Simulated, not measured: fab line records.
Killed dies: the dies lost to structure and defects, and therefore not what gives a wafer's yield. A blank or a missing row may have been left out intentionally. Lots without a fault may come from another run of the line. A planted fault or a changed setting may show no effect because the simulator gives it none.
Matching of chambers / flow nandHarc / NHARC_A_ONON_D1_DEP_33 on pecvd-01: 3 sister chambers
The step deposits SiO2, target thk 200 nm. 14 wafers are shown with their chamber, then 7 later ones without.

WAFERS WITH THEIR CHAMBER
wafer=L682.1; chamber=0; heaterPowerW (W)=722; throttleValvePct (%)=16.9; rfFwdPowerW (W)=898.6
wafer=L682.2; chamber=2; heaterPowerW (W)=435; throttleValvePct (%)=16.4; rfFwdPowerW (W)=901.1
wafer=L682.5; chamber=1; heaterPowerW (W)=635; throttleValvePct (%)=15.8; rfFwdPowerW (W)=903.6
wafer=L689.1; chamber=0; heaterPowerW (W)=661; throttleValvePct (%)=16.9; rfFwdPowerW (W)=894.0
wafer=L689.2; chamber=2; heaterPowerW (W)=499; throttleValvePct (%)=16.2; rfFwdPowerW (W)=901.5
wafer=L689.3; chamber=1; heaterPowerW (W)=565; throttleValvePct (%)=15.7; rfFwdPowerW (W)=898.9
wafer=L691.1; chamber=0; heaterPowerW (W)=752; throttleValvePct (%)=17.0; rfFwdPowerW (W)=896.4
wafer=L691.2; chamber=1; heaterPowerW (W)=497; throttleValvePct (%)=16.3; rfFwdPowerW (W)=894.9
wafer=L691.5; chamber=0; heaterPowerW (W)=788; throttleValvePct (%)=17.0; rfFwdPowerW (W)=893.8
wafer=L699.1; chamber=2; heaterPowerW (W)=480; throttleValvePct (%)=16.6; rfFwdPowerW (W)=898.8
wafer=L699.2; chamber=1; heaterPowerW (W)=581; throttleValvePct (%)=16.2; rfFwdPowerW (W)=895.5
wafer=L699.3; chamber=0; heaterPowerW (W)=665; throttleValvePct (%)=16.9; rfFwdPowerW (W)=896.9
wafer=L701.3; chamber=1; heaterPowerW (W)=465; throttleValvePct (%)=16.0; rfFwdPowerW (W)=895.4
wafer=L701.5; chamber=2; heaterPowerW (W)=430; throttleValvePct (%)=17.0; rfFwdPowerW (W)=897.5

SIGNATURES, as means of the wafers listed above
reading=heaterPowerW; chamber 0=717.60; chamber 1=548.60; chamber 2=461.00; scatter within a chamber=55.6
reading=throttleValvePct; chamber 0=16.940; chamber 1=16.000; chamber 2=16.550; scatter within a chamber=0.238
reading=rfFwdPowerW; chamber 0=895.940; chamber 1=897.660; chamber 2=899.725; scatter within a chamber=2.72
Rule: for a wafer and a chamber, the distance is found by dividing, reading by reading, the gap between the wafer's reading and the chamber's mean by the reading's scatter, squaring, summing and taking the root. If the next closest chamber is less than 2 further off than the closest, the wafer can't be placed; otherwise it belongs to the closest. How the scatter is found: for the shown wafers, subtract from each reading the mean of its chamber, square and add these, divide the total by (wafers less chambers), then take the root.

WAFERS WITH NO CHAMBER GIVEN
wafer=L701.6; heaterPowerW (W)=604; throttleValvePct (%)=17.1; rfFwdPowerW (W)=897.6
wafer=L702.2; heaterPowerW (W)=501; throttleValvePct (%)=15.8; rfFwdPowerW (W)=900.0
wafer=L702.4; heaterPowerW (W)=620; throttleValvePct (%)=17.2; rfFwdPowerW (W)=893.9
wafer=L702.6; heaterPowerW (W)=479; throttleValvePct (%)=17.0; rfFwdPowerW (W)=893.8
wafer=L703.1; heaterPowerW (W)=409; throttleValvePct (%)=16.6; rfFwdPowerW (W)=900.2
wafer=L703.2; heaterPowerW (W)=560; throttleValvePct (%)=16.0; rfFwdPowerW (W)=899.9
wafer=L703.5; heaterPowerW (W)=563; throttleValvePct (%)=16.1; rfFwdPowerW (W)=900.9

WHICH CHAMBER EACH WENT THROUGH
wafer=L701.6; from the rows above=can't be placed: 0 or 2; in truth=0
wafer=L702.2; from the rows above=can't be placed: 1 or 2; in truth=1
wafer=L702.4; from the rows above=0; in truth=0
wafer=L702.6; from the rows above=can't be placed: 2 or 0 or 1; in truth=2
wafer=L703.1; from the rows above=2; in truth=2
wafer=L703.2; from the rows above=1; in truth=1
wafer=L703.5; from the rows above=can't be placed: 1 or 2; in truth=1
Placed correctly: 3 of 7. Not placeable from these rows: 4 (in 4, the candidates include the true chamber). 0 placed wrongly.
